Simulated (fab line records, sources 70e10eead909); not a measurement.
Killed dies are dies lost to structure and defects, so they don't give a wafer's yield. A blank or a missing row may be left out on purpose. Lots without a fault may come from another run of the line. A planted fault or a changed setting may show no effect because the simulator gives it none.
fab line records | flow nand_harc | part 2 of 2: steps 26 to 38 of 38
record lots=5 wafers=15 last_day=33
route steps=1302 shown A_CONTACT@1102 A_BLC@1107 A_M0@1137
lots that met no fault: from a run of the same line without faults
start_h: hours from the record's first day to the start of the lot's first wafer shown | wait_h: hours since the lot's step before | " the same as in the row above | L1.1+2: a row that stands for several wafers | - no value, or no start given | * or withheld: withheld | < > ~ a bound
route shown NAME@n: a module of which the file shows steps, and the number in the route of the first | usual: mean/standard deviation of fault-free wafers | same: alike in all rows | chamber/n: place in a boat | sites: the reading at each site | _std_site: their standard deviation | _edge_site: outer sites' mean less inner sites' | radius_mm: how far each site lies from the wafer's centre | mask NAME#n: copy n | behind: the tool/chamber that last shaped the wafer | hold: why the lot was held/for how many hours/how that ended | device: the transistor (n, p or np) that didn't switch | end of line: the same wafers' tests at the end of the route | a step without rows: its recipe alone | killed: dies lost to structure and defects at the first sort, not the wafer's yield | map: a wafer's dies, x killed, . not, _ none there
set.NAME: the setting as run; set.NAME@STEP: as run at that earlier step | model.NAME: the simulator's own value behind a step, which no gauge read
lots at some steps of the route; a table a step, a row a wafer
services: from which hour (start_h, from the record's first day; less than 0 if before it) a tool's chamber was out of use, for how many hours, and why
## steps
# step NHARC_A_BLC_DEGAS_30
# recipe temp_c=300 time_s=60
# usual heater_power_w=477/46
# columns lot.wafer tool chamber start_h wait_h heater_power_w
L076.4 pvd_sputter-01 - 542.54 - 475
L076.1 " - " " 546
L076.3 " - " " 489
L081.4 pvd_sputter-02 - 585.23 - 392
L081.2 " - " " 442
L081.6 " - " " 455
L082.3 pvd_sputter-01 - 616.02 - 470
L082.1 " - " " 490
L082.2 " - " " 527
L084.2 pvd_sputter-01 - 643.04 - 464
L084.1 " - " " 486
L084.3 " - " " 529
L097.3 pvd_sputter-02 - 753.07 - 463
L097.4 " - " " 483
L097.6 " - " " 426
# step NHARC_A_BLC_PRE_CLEAN_31
# recipe time_s=15 bias_v=250 gas=Ar
# columns lot.wafer tool chamber start_h wait_h
L076.4+1+3 pvd_sputter-01 - - -
L081.4+2+6 pvd_sputter-02 - - -
L082.2+3+1 pvd_sputter-01 - - -
L084.3+2+1 pvd_sputter-01 - - -
L097.4+3+6 pvd_sputter-02 - - -
# step NHARC_A_BLC_PVD_32
# recipe target_thk_a=50 chamber_pressure_pa=5 power_w=5000 substrate_temp_c=200 time_s=17.7 material=Ti
# usual throttle_valve_pct=29.8/1.1
# columns lot.wafer tool chamber start_h wait_h throttle_valve_pct
L076.4 pvd_sputter-01 - - - 29.4
L076.3 " - " " 31.0
L076.1 " - " " 30.0
L081.4 pvd_sputter-02 - - - 28.1
L081.2 " - " " 28.5
L081.6 " - " " 29.7
L082.2 pvd_sputter-01 - - - 31.9
L082.3 " - " " 29.8
L082.1 " - " " 29.4
L084.2 pvd_sputter-01 - - - 29.5
L084.1 " - " " 30.9
L084.3 " - " " 29.5
L097.4 pvd_sputter-02 - - - 27.6
L097.3 " - " " 28.9
L097.6 " - " " 29.2
# step NHARC_A_BLC_ALD_23
# recipe target_thk_a=30 pulse_time_s=1 ald_cycles=150 temp_c=450 material=TiN
# usual heater_power_w=1056/97 precursor_pulse_height_rel=1.001/0.019
# same pulse_time_s=1
# columns lot.wafer tool chamber start_h wait_h heater_power_w precursor_pulse_height_rel
L076.1 ald_metal-03 2 542.80 - 1094 0.990
L076.4 " 3 " " 1170 1.017
L076.3 " 0 " " 975 1.003
L081.2 ald_metal-04 0 585.49 - 970 0.996
L081.4 " 1 " " 1264 1.021
L081.6 " 0 " " 967 0.991
L082.3 ald_metal-04 3 616.28 - 974 1.011
L082.1 " 0 " " 969 0.982
L082.2 " 1 " " 1269 0.997
L084.2 ald_metal-03 0 643.30 - 970 0.986
L084.1 " 1 " " 946 1.000
L084.3 " 2 " " 1132 1.019
L097.3 ald_metal-01 1 753.32 - 984 1.024
L097.4 " 0 " " 1173 1.029
L097.6 " 2 " " 1001 0.967
# step NHARC_A_BLC_CVD_24
# recipe target_thk_a=1500 temp_c=300 pressure_torr=40 wf6_flow_sccm=40 h2_flow_sccm=1600 ar_flow_sccm=1560 time_s=434 material=W
# usual heater_power_w=475/25 mfc_h2_sccm=1601/4.9 throttle_valve_pct=8.0/0.36
# columns lot.wafer tool chamber start_h wait_h heater_power_w mfc_h2_sccm throttle_valve_pct
L076.1 cvd_w-01 1 - - 512 1597 7.8
L076.3 " 0 " " 466 1602 8.5
L076.4 " 1 " " 526 1598 7.5
L081.2 cvd_w-01 0 - - 484 1604 8.5
L081.4 " 1 " " 477 1604 7.8
L081.6 " 0 " " 484 1600 8.6
L082.1 cvd_w-02 0 - - 469 1598 7.9
L082.2 " 0 " " 476 1609 7.8
L082.3 " 0 " " 476 1610 8.3
L084.1 cvd_w-01 1 - - 504 1606 7.5
L084.2 " 0 " " 494 1604 8.7
L084.3 " 0 " " 472 1605 8.3
L097.4 cvd_w-01 0 - - 457 1606 8.2
L097.3 " 1 " " 529 1608 7.3
L097.6 " 1 " " 515 1604 7.4
# step NHARC_A_BLC_CMP_25
# recipe t_overpolish_s=30 target_thk_nm=150
# usual edge_zone_pressure_frac=0.999/0.0049 motor_current_A=12.0/1.5 overpolish_run_s=29.999/0.0085 time_to_endpoint_s=29.6/2
# same t_overpolish_s=30
# columns lot.wafer tool chamber start_h wait_h edge_zone_pressure_frac motor_current_A overpolish_run_s time_to_endpoint_s
L076.1 cmp-01 2 543.51 0.4 1.002 11.1 29.983 28.5
L076.3 " 3 " " 0.996 10.1 30.008 26.4
L076.4 " 1 " " 0.991 10.4 29.990 28.1
L081.2 cmp-02 0 586.23 0.5 1.002 13.4 29.991 30.2
L081.4 " 1 " " 0.998 12.4 29.997 31.9
L081.6 " 0 " " 0.999 13.0 29.994 28.5
L082.3 cmp-01 0 617.45 0.5 0.994 9.7 29.991 30.3
L082.1 " 1 " " 0.996 10.3 30.005 29.6
L082.2 " 3 " " 1.002 9.6 29.998 29.5
L084.1 cmp-01 0 644.07 0.5 1.001 10.0 29.995 29.6
L084.3 " 1 " " 1.000 10.8 30.005 24.6
L084.2 " 2 " " 1.001 11.6 30.017 28.8
L097.4 cmp-04 2 754.07 0.3 1.003 14.6 30.000 30.1
L097.3 " 0 " " 0.994 13.2 30.004 32.5
L097.6 " 1 " " 1.002 13.3 30.000 30.2
# step NHARC_A_BLC_SRD_27
# columns lot.wafer tool chamber start_h wait_h
L076.4+1+3 wet_bench-09 1,3,6 543.84 0.0
L081.2+6+4 wet_bench-02 1,2,3 586.53 0.0
L082.1+2+3 wet_bench-09 0,3,5 617.78 0.0
L084.2+1+3 wet_bench-01 0,1,5 644.36 0.0
L097.6+3+4 wet_bench-02 2,5,7 754.37 0.0
# step NHARC_A_BLC_INSPECT_28
# usual raw_defect_count=501/110
# columns lot.wafer tool chamber start_h wait_h raw_defect_count
L076.1 defect_inspect-02 - 543.92 0.1 429
L076.3 " - " " 487
L076.4 " - " " 505
L081.2 defect_inspect-01 - 586.61 0.1 700
L081.4 " - " " 584
L081.6 " - " " 534
L082.1 defect_inspect-01 - 617.86 0.1 607
L082.2 " - " " 486
L082.3 " - " " 680
L084.1 defect_inspect-01 - 644.45 0.1 531
L084.2 " - " " 397
L084.3 " - " " 465
L097.3 defect_inspect-01 - 754.45 0.1 527
L097.4 " - " " 680
L097.6 " - " " 476
# step NHARC_A_M0_DEP_00
# recipe target_thk_a=1500 target_thk_nm=150 temp_c=withheld pressure_torr=5 flow_sccm=200 rf_w=600 material=SiOC
# columns lot.wafer tool chamber start_h wait_h
L076.1+3+4 pecvd-03 0,1,2 544.03 0.1
L081.2+6+4 pecvd-04 0,2,1 586.73 0.1
L082.2+1+3 pecvd-02 0,1,2 617.92 0.1
L084.2+1+3 pecvd-02 0,1,2 644.51 0.1
L097.3+4+6 pecvd-04 1,1,2 754.56 0.1
# step NHARC_A_M0_DEHYDRATE_01
# recipe temp_c=150 time_s=120
# columns lot.wafer tool chamber start_h wait_h
L076.1+3+4 litho_track-06 0 544.39 -
L081.2+4+6 litho_track-04 0 587.09 -
L082.1+2+3 litho_track-01 0 618.33 -
L084.1+2+3 litho_track-06 0 644.92 -
L097.3+4+6 litho_track-01 0 754.93 -
# step NHARC_A_M0_HMDS_02
# recipe time_s=30
# columns lot.wafer tool chamber start_h wait_h
L076.1+3+4 litho_track-06 0 - -
L081.2+4+6 litho_track-04 0 - -
L082.1+2+3 litho_track-01 0 - -
L084.1+2+3 litho_track-06 0 - -
L097.3+4+6 litho_track-01 0 - -
# step NHARC_A_M0_COAT_33
# recipe temp_c=200 time_s=65
# columns lot.wafer tool chamber start_h wait_h
L076.1+3+4 litho_track-06 0 - -
L081.2+4+6 litho_track-04 0 - -
L082.1+2+3 litho_track-01 0 - -
L084.1+2+3 litho_track-06 0 - -
L097.3+4+6 litho_track-01 0 - -
# step NHARC_A_M0_COAT_03
# recipe spin_rpm=1500 resist_thk_nm=90
# columns lot.wafer tool chamber start_h wait_h
L076.1+3+4 litho_track-06 0 - -
L081.2+4+6 litho_track-04 0 - -
L082.1+2+3 litho_track-01 0 - -
L084.1+2+3 litho_track-06 0 - -
L097.3+4+6 litho_track-01 0 - -
## services
# columns tool chamber start_h hours kind
litho_track-06 - 529.00 7.0 pm
rie_diel-05 2 540.92 19.4 repair
cvd_w-01 - 547.39 13.0 pm
litho_track-04 - 553.00 7.0 pm
rie_diel-05 0 571.34 4.4 repair
rie_diel-05 2 576.37 7.3 repair
cmp-01 - 577.78 4.0 pm
rie_diel-03 3 578.82 7.4 repair
rie_diel-05 - 583.60 9.0 pm
pvd_sputter-01 - 590.74 10.0 pm
cvd_w-01 0 623.46 3.2 repair
rie_diel-05 3 628.01 9.5 repair
pvd_sputter-02 - 632.49 0.8 repair
rie_diel-03 - 635.32 9.0 pm
pvd_sputter-02 - 638.00 10.0 pm
cvd_w-01 - 664.60 6.0 repair
rie_diel-05 0 664.91 12.7 repair
litho_track-01 - 680.00 7.0 pm
pvd_sputter-01 - 692.01 0.8 repair
litho_track-06 - 704.00 7.0 pm
pvd_sputter-01 - 718.81 1.5 repair
rie_diel-03 2 724.16 7.3 repair
litho_track-04 - 728.00 7.0 pm
cvd_w-01 - 728.47 13.0 pm
